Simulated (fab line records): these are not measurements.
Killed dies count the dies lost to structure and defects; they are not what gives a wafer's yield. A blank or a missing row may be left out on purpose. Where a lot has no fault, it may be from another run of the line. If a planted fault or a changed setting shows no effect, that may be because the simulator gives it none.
Matching of chambers :: flow n5Finfet :: rieDiel-04 running N5_BEOL_M2_ETCH_63: 4 sister chambers
The step etches SiARC in CF4, target depth 15.6 nm, time 26 s. 20 wafers are shown with their chamber, then 10 later ones without.

== WAFERS PAIRED WITH THEIR CHAMBERS ==
wafer: L075.2
chamber: 3
showerheadPlenumPTorr (Torr): 2.11
throttleValvePct (%): 16.07
oesProductAu (a.u.): 0.59

wafer: L075.3
chamber: 2
showerheadPlenumPTorr (Torr): 2.09
throttleValvePct (%): 15.54
oesProductAu (a.u.): 0.77

wafer: L075.5
chamber: 0
showerheadPlenumPTorr (Torr): 2.29
throttleValvePct (%): 15.82
oesProductAu (a.u.): 0.79

wafer: L079.4
chamber: 2
showerheadPlenumPTorr (Torr): 2.09
throttleValvePct (%): 15.53
oesProductAu (a.u.): 0.76

wafer: L079.5
chamber: 1
showerheadPlenumPTorr (Torr): 2.11
throttleValvePct (%): 15.31
oesProductAu (a.u.): 0.84

wafer: L079.6
chamber: 2
showerheadPlenumPTorr (Torr): 2.09
throttleValvePct (%): 15.55
oesProductAu (a.u.): 0.77

wafer: L078.1
chamber: 3
showerheadPlenumPTorr (Torr): 2.11
throttleValvePct (%): 16.05
oesProductAu (a.u.): 0.60

wafer: L078.5
chamber: 0
showerheadPlenumPTorr (Torr): 2.29
throttleValvePct (%): 15.84
oesProductAu (a.u.): 0.77

wafer: L078.6
chamber: 1
showerheadPlenumPTorr (Torr): 2.11
throttleValvePct (%): 15.30
oesProductAu (a.u.): 0.84

wafer: L081.2
chamber: 2
showerheadPlenumPTorr (Torr): 2.09
throttleValvePct (%): 15.56
oesProductAu (a.u.): 0.76

wafer: L081.4
chamber: 3
showerheadPlenumPTorr (Torr): 2.11
throttleValvePct (%): 16.06
oesProductAu (a.u.): 0.59

wafer: L081.5
chamber: 1
showerheadPlenumPTorr (Torr): 2.10
throttleValvePct (%): 15.30
oesProductAu (a.u.): 0.82

wafer: L083.1
chamber: 0
showerheadPlenumPTorr (Torr): 2.29
throttleValvePct (%): 15.86
oesProductAu (a.u.): 0.75

wafer: L083.3
chamber: 2
showerheadPlenumPTorr (Torr): 2.09
throttleValvePct (%): 15.58
oesProductAu (a.u.): 0.75

wafer: L083.5
chamber: 2
showerheadPlenumPTorr (Torr): 2.09
throttleValvePct (%): 15.56
oesProductAu (a.u.): 0.75

wafer: L086.2
chamber: 2
showerheadPlenumPTorr (Torr): 2.08
throttleValvePct (%): 15.58
oesProductAu (a.u.): 0.74

wafer: L086.5
chamber: 0
showerheadPlenumPTorr (Torr): 2.28
throttleValvePct (%): 15.89
oesProductAu (a.u.): 0.74

wafer: L086.6
chamber: 3
showerheadPlenumPTorr (Torr): 2.11
throttleValvePct (%): 16.10
oesProductAu (a.u.): 0.58

wafer: L090.1
chamber: 0
showerheadPlenumPTorr (Torr): 2.28
throttleValvePct (%): 15.88
oesProductAu (a.u.): 0.74

wafer: L090.4
chamber: 0
showerheadPlenumPTorr (Torr): 2.28
throttleValvePct (%): 15.87
oesProductAu (a.u.): 0.74

SIGNATURES, as means of the wafers listed above
reading: showerheadPlenumPTorr
chamber 0: 2.2850
chamber 1: 2.1067
chamber 2: 2.0886
chamber 3: 2.1100
scatter within a chamber: 0.00435

reading: throttleValvePct
chamber 0: 15.8600
chamber 1: 15.3033
chamber 2: 15.5571
chamber 3: 16.0700
scatter within a chamber: 0.0209

reading: oesProductAu
chamber 0: 0.7550
chamber 1: 0.8333
chamber 2: 0.7571
chamber 3: 0.5900
scatter within a chamber: 0.0145
Rule: a wafer lies at a distance from a chamber equal to the root of the sum of squares, over the readings, of (its reading less the chamber's mean, divided by the reading's scatter). The wafer belongs to the nearest chamber; if the next one is less than 2 further off, it can't be placed. How the scatter is found: for the shown wafers, subtract from each reading the mean of its chamber, square and add these, divide the total by (wafers less chambers), then take the root.

== WAFERS MISSING THEIR CHAMBER ==
wafer: L090.6
showerheadPlenumPTorr (Torr): 2.08
throttleValvePct (%): 15.58
oesProductAu (a.u.): 0.72

wafer: L092.1
showerheadPlenumPTorr (Torr): 2.28
throttleValvePct (%): 15.88
oesProductAu (a.u.): 0.73

wafer: L092.2
showerheadPlenumPTorr (Torr): 2.08
throttleValvePct (%): 15.59
oesProductAu (a.u.): 0.74

wafer: L092.3
showerheadPlenumPTorr (Torr): 2.10
throttleValvePct (%): 15.36
oesProductAu (a.u.): 0.77

wafer: L093.2
showerheadPlenumPTorr (Torr): 2.10
throttleValvePct (%): 15.34
oesProductAu (a.u.): 0.77

wafer: L093.3
showerheadPlenumPTorr (Torr): 2.28
throttleValvePct (%): 15.91
oesProductAu (a.u.): 0.73

wafer: L093.4
showerheadPlenumPTorr (Torr): 2.28
throttleValvePct (%): 15.89
oesProductAu (a.u.): 0.73

wafer: L097.3
showerheadPlenumPTorr (Torr): 2.09
throttleValvePct (%): 15.37
oesProductAu (a.u.): 0.74

wafer: L097.4
showerheadPlenumPTorr (Torr): 2.27
throttleValvePct (%): 15.92
oesProductAu (a.u.): 0.72

wafer: L097.5
showerheadPlenumPTorr (Torr): 2.09
throttleValvePct (%): 15.38
oesProductAu (a.u.): 0.74

== WHICH CHAMBER EACH WENT THROUGH ==
wafer: L090.6
from the rows above: 2
in truth: 2

wafer: L092.1
from the rows above: 0
in truth: 0

wafer: L092.2
from the rows above: 2
in truth: 2

wafer: L092.3
from the rows above: 1
in truth: 1

wafer: L093.2
from the rows above: 1
in truth: 1

wafer: L093.3
from the rows above: 0
in truth: 0

wafer: L093.4
from the rows above: 0
in truth: 0

wafer: L097.3
from the rows above: can't be placed: 1 or 2
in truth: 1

wafer: L097.4
from the rows above: 0
in truth: 0

wafer: L097.5
from the rows above: can't be placed: 1 or 2
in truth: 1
Placed correctly: 8 of 10. Not placeable from these rows: 2 (in 2, the candidates include the true chamber). Placed wrongly: 0.
